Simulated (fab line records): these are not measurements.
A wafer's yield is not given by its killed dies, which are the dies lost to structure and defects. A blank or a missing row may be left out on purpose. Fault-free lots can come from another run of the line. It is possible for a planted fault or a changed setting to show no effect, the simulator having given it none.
Which of the tools did it? | flow n5-finfet | 9 lots, 27 wafers sampled, at 4 steps of a route of 1938

== WHAT THE GAUGES READ, wafer by wafer ==
N5_PMOS_HMC_CHANNEL_EPI_THK_MEAS_22.
lot  | measured    | on            | HMC_CMP_THK (nm)
L581 | day 2 15:49 | film-metro-01 | 54.3 54.4 53.9
L582 | day 2 19:52 | film-metro-02 | 53.5 54.0 53.3
L587 | day 4 02:10 | film-metro-01 | 54.1 53.5 53.2
L588 | day 4 08:08 | film-metro-02 | 54.8 55.3 54.5
L589 | day 4 14:43 | film-metro-01 | 54.7 54.2 53.6
L590 | day 4 20:19 | film-metro-02 | 54.4 54.0 53.7
L597 | day 6 13:21 | film-metro-01 | 53.2 54.2 53.8
L600 | day 7 07:35 | film-metro-01 | 53.8 54.7 54.5
L601 | day 7 13:50 | film-metro-01 | 53.5 54.0 54.2

== WHICH TOOL RAN EACH LOT (tool, then ch and the chambers of the sampled wafers, then the start) ==
lot  | N5_PMOS_HMC_CHANNEL_EPI_ETCH_32   | N5_PMOS_HMC_CHANNEL_EPI_STRIP_33  | N5_PMOS_HMC_CHANNEL_EPI_ETCH_38
L581 | rie-diel-06 ch 1,2, day 2 13:36   | rie-diel-06 ch 1,2, day 2 13:41   | rie-si-04 ch 0,2, day 2 14:00
L582 | rie-diel-01 ch 1,2, day 2 17:38   | rie-diel-01 ch 1,2, day 2 17:44   | rie-si-04 ch 1,2,3, day 2 18:02
L587 | rie-diel-01 ch 0,1,3, day 3 23:54 | rie-diel-01 ch 0,1,3, day 4 00:00 | rie-si-04 ch 0,1,3, day 4 00:18
L588 | rie-diel-01 ch 0,1, day 4 05:53   | rie-diel-01 ch 0,1, day 4 05:58   | rie-si-06 ch 2,3, day 4 06:18
L589 | rie-diel-01 ch 0,1,2, day 4 12:05 | rie-diel-01 ch 0,1,2, day 4 12:11 | rie-si-04 ch 0,1,3, day 4 12:29
L590 | rie-diel-01 ch 0,2,3, day 4 17:41 | rie-diel-01 ch 0,2,3, day 4 17:47 | rie-si-02 ch 0,2,3, day 4 18:05
L597 | rie-diel-05 ch 1,2,3, day 6 11:07 | rie-diel-05 ch 1,2,3, day 6 11:13 | rie-si-04 ch 0,2,3, day 6 11:31
L600 | rie-diel-06 ch 1,3, day 7 05:20   | rie-diel-06 ch 1,3, day 7 05:26   | rie-si-06 ch 1,2, day 7 05:44
L601 | rie-diel-05 ch 0,1, day 7 11:36   | rie-diel-05 ch 0,1, day 7 11:42   | rie-si-02 ch 0,2,3, day 7 12:01
- N5_PMOS_HMC_CHANNEL_EPI_ETCH_32: etches BARC in N2/H2, stops on SiO2, target depth 85.8 nm, time 50.3 s.
- N5_PMOS_HMC_CHANNEL_EPI_STRIP_33: strips in N2/H2.
- N5_PMOS_HMC_CHANNEL_EPI_ETCH_38: etches SiO2 in CF4, target depth 1.5 nm.

== THE ANSWER, worked out from the rows above alone ==
Rule: usual is defined by the lots themselves. The widest of any qualifying gaps counts: lots, ordered by their means at a reading, are off when they make up no more than a third of the lots, leave a main group of 4 or more, and stand apart from it by 3 or more times the standard deviation of that group's means. If all means in a main group match to the digits the tables above print for the reading, that group is not used. Also off: a lot with no number at a reading for which 4 or more lots have one. All remaining lots with rows at the step are treated as sound.
Nothing can be told from this: no lot is off at any reading shown.

== WHAT WAS PUT IN BY THE SIMULATOR ==
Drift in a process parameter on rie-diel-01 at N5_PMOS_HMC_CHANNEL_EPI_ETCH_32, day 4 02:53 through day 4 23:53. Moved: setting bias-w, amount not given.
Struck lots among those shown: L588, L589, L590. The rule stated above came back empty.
